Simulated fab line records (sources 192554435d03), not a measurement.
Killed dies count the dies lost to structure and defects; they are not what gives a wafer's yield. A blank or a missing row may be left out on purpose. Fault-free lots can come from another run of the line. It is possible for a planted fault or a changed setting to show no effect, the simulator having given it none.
2 desks looking at one fault | flow n5Finfet | each desk has only its own numbers; what lay behind them comes last

FROM THE METROLOGY DESK
Lot by lot, what the gauges showed, no matter which tool ran the lot: averages of those sampled wafers that carry a number. A lot is out of limits, marked OUT, if its mean lies more than 4 standard deviations from the usual mean; the brackets give that distance. Shown are 7 of the 21 readings it has, namely the first that went out of limits plus those furthest out on some lot.
Columns: A = DIBL_N at N5_BEOL_M4_RC_MEAS_101, usual 36.0 mV/V; B = EOT_N at N5_BEOL_M4_RC_MEAS_101, usual 10.51; C = EOT_P at N5_BEOL_M4_RC_MEAS_101, usual 10.46; D = IOFF_N at N5_BEOL_M4_RC_MEAS_101, usual 0.154 nA/um; E = IOFF_N_85C at N5_BEOL_M4_RC_MEAS_101, usual 3.0 nA/um; F = IOFF_N_LIN at N5_BEOL_M4_RC_MEAS_101, usual 0.071 nA/um; G = IOFF_P_LIN at N5_BEOL_M4_RC_MEAS_101, usual 0.099 nA/um
lot  | first seen here | A               | B               | C               | D                | E              | F                | G
L392 | day 9 05:26     | 37.4            | 10.39           | 10.42           | 0.166            | 3.3            | 0.079            | 0.108
L395 | day 10 23:41    | 36.7            | 10.48           | 10.35           | 0.164            | 3.2            | 0.077            | 0.101
L394 | day 11 04:26    | 35.1            | 10.47           | 10.45           | 0.132            | 2.7            | 0.063            | 0.088
L397 | day 12 00:50    | 35.4            | 10.35           | 10.38           | 0.145            | 2.9            | 0.069            | 0.096
L403 | day 13 12:41    | 45.2 (+5.4) OUT | 13.77 (+27) OUT | 13.67 (+32) OUT | 0.328 (+6.2) OUT | 5.7 (+6.0) OUT | 0.143 (+7.2) OUT | 0.178 (+5.7) OUT
L406 | day 13 22:02    | 38.4            | 11.71 (+10) OUT | 11.59 (+11) OUT | 0.186            | 3.6            | 0.089            | 0.136
L408 | day 14 18:20    | 34.3            | 10.64           | 10.58           | 0.132            | 2.6            | 0.063            | 0.085
L411 | day 15 06:22    | 37.0            | 10.58           | 10.52           | 0.174            | 3.3            | 0.077            | 0.098
L414 | day 15 11:02    | 36.6            | 10.52           | 10.32           | 0.162            | 3.1            | 0.072            | 0.101
This desk finds L403, L406 out of limits, with the earliest case on L403 at day 13 12:41 (DIBL_N at N5_BEOL_M4_RC_MEAS_101). L392, L395, L394, L397, L408, L411, L414 stayed within limits.

TOOL OWNER'S DESK, aldSin-03
The tool's own readings at N5_DUMMY_GATE_ALD_02 (deposits SiO2, target thk 2 nm, pulse time 1 s): means of the sampled wafers that have a number, for each lot that ran on this tool. A lot is out of limits, marked OUT, if its mean lies more than 4 standard deviations from the usual mean; the brackets give that distance.
Columns: A = heaterPowerW at N5_DUMMY_GATE_ALD_02, usual 468 W; B = precursorPulseHeightRel at N5_DUMMY_GATE_ALD_02, usual 0.998
lot  | first seen here | A   | B
L394 | day 3 07:53     | 472 | 0.987
L395 | day 3 13:22     | 475 | 0.991
L397 | day 4 00:07     | 470 | 1.006
L403 | day 5 18:14     | 478 | 0.996
L406 | day 6 11:23     | 492 | 1.023
This desk's verdict: no lot among the 5 shows anything out of limits.

BROUGHT TOGETHER
On L403, L406, the metrology desk was in a position to raise an alarm at day 13 12:41.
Nothing out of limits was seen by the tool owner's desk.
The tool owner's desk has L403, L406 on record, within its limits.
The lots listed all ran N5_DUMMY_GATE_ALD_02 on aldSin-03.

WHAT WAS PUT IN BY THE SIMULATOR
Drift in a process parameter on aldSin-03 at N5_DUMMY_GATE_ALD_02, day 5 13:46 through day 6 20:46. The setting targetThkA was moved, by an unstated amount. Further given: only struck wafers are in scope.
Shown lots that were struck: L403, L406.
Hours from the fault's start to each desk's first reading out of limits: the metrology desk, 191.
